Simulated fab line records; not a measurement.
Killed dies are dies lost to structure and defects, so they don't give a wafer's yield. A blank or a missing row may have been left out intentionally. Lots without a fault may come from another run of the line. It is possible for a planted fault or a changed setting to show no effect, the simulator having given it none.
Chamber matching -- flow nandHarc -- NHARC_A_STAIRCASE_STRIP_476 on rieDiel-01: 4 sister chambers
The step strips in O2, time 20 s. 4 wafers are shown with their chamber, then 9 later ones without.

WAFERS, EACH WITH ITS CHAMBER
wafer,chamber,showerheadPlenumPTorr (Torr)
L083.1,1,3.62
L084.3,2,3.29
L084.4,3,3.65
L084.6,0,3.66

WAFERS MISSING THEIR CHAMBER
wafer,showerheadPlenumPTorr (Torr)
L088.2,3.65
L088.4,3.29
L088.5,3.62
L093.1,3.64
L093.5,3.28
L093.6,3.63
L096.2,3.63
L096.5,3.60
L096.6,3.27

EACH ONE'S CHAMBER
wafer,from the rows above,in truth
L088.2,can't be placed: 3 or 0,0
L088.4,2,2
L088.5,1,1
L093.1,can't be placed: 3 or 0 or 1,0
L093.5,2,2
L093.6,can't be placed: 1 or 3 or 0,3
L096.2,can't be placed: 1 or 3 or 0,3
L096.5,1,1
L096.6,2,2
5 of 9 placed correctly. Not placeable from these rows: 4 (in 4, the candidates include the true chamber). Placed wrongly: 0.
How it was worked out, from the rows above alone: a wafer's distance from a chamber is the root of the sum, over the readings, of the square of ((its reading less the chamber's mean) divided by the reading's scatter). If the next closest chamber is less than 2 further off than the closest, the wafer can't be placed; otherwise it belongs to the closest. For every chamber, the mean is computed from those of its wafers that are shown. The scatter: root of mean squared gap, hidden wafer to nearest shown wafer, with one shown wafer a chamber.
